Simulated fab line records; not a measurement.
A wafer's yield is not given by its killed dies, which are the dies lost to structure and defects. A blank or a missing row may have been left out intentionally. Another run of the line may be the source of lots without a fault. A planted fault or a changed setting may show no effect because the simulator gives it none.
One fault seen from 3 desks    flow nand_harc    numbers are kept per desk, each desk with only its own; the story behind them comes last

## FROM THE METROLOGY DESK
What the gauges read for every lot (on any tool): the sampled wafers with a number, averaged. Marked OUT: a lot whose mean sits more than 4 standard deviations from the usual mean, which makes it out of limits; the brackets give that distance.
Columns: A = cd_nm at NHARC_P_M0_CD_MEAS_09, usual 89.9 nm; B = overlay_x_nm at NHARC_P_M0_OVL_MEAS_10, usual 0.2 nm; C = overlay_y_nm at NHARC_P_M0_OVL_MEAS_10, usual 0.0 nm; D = cd_nm at NHARC_P_M0_CD_MEAS_16, usual 89.8 nm
lot   first seen here  A     B     C     D
L429  day 5 21:32      90.1  0.2   1.1   89.9
L442  day 11 07:28     89.0  -1.2  -0.5  88.8
L450  day 14 12:08     89.5  0.4   0.4   89.1
L451  day 15 02:16     90.7  0.8   -0.7  90.9
L452  day 15 13:50     89.6  0.5   0.2   89.7
Result from this desk: across the 5 lots, nothing is out of limits.

## THE DEFECT DESK
Per lot, the means of the sampled wafers with a number show what the inspections along the route counted. Marked OUT: a lot whose mean sits more than 4 standard deviations from the usual mean, which makes it out of limits; the brackets give that distance.
Columns: A = raw_defect_count at NHARC_P_M0_INSPECT_11, usual 4.1
lot   first seen here  A
L429  day 5 21:40      3.7
L442  day 11 07:35     4.7
L450  day 14 12:16     2.7
L451  day 15 02:23     3.7
L452  day 15 13:58     1.3
Result from this desk: across the 5 lots, nothing is out of limits.

## FOR THE TOOL OWNER'S DESK: pvd_sputter-02
The tool's own readings at NHARC_P_M0_PVD_20 (deposits TaN, target thk 5 nm, time 8.06 s): means of the sampled wafers that have a number, for each lot that ran on this tool. Marked OUT: a lot whose mean sits more than 4 standard deviations from the usual mean, which makes it out of limits; the brackets give that distance.
Columns: A = cathode_dc_power_W at NHARC_P_M0_PVD_20, usual 15000 W; B = throttle_valve_pct at NHARC_P_M0_PVD_20, usual 30.2 %
lot   first seen here  A      B
L442  day 11 08:45     15001  29.7
L451  day 15 03:49     15000  29.7
Result from this desk: across the 2 lots, nothing is out of limits.

## BROUGHT TOGETHER
Nothing out of limits was seen by the metrology desk.
Nothing the defect desk looked at was out of limits.
The desk of the tool owner found nothing out of limits.

## WHAT HAD BEEN PUT IN BY THE SIMULATOR
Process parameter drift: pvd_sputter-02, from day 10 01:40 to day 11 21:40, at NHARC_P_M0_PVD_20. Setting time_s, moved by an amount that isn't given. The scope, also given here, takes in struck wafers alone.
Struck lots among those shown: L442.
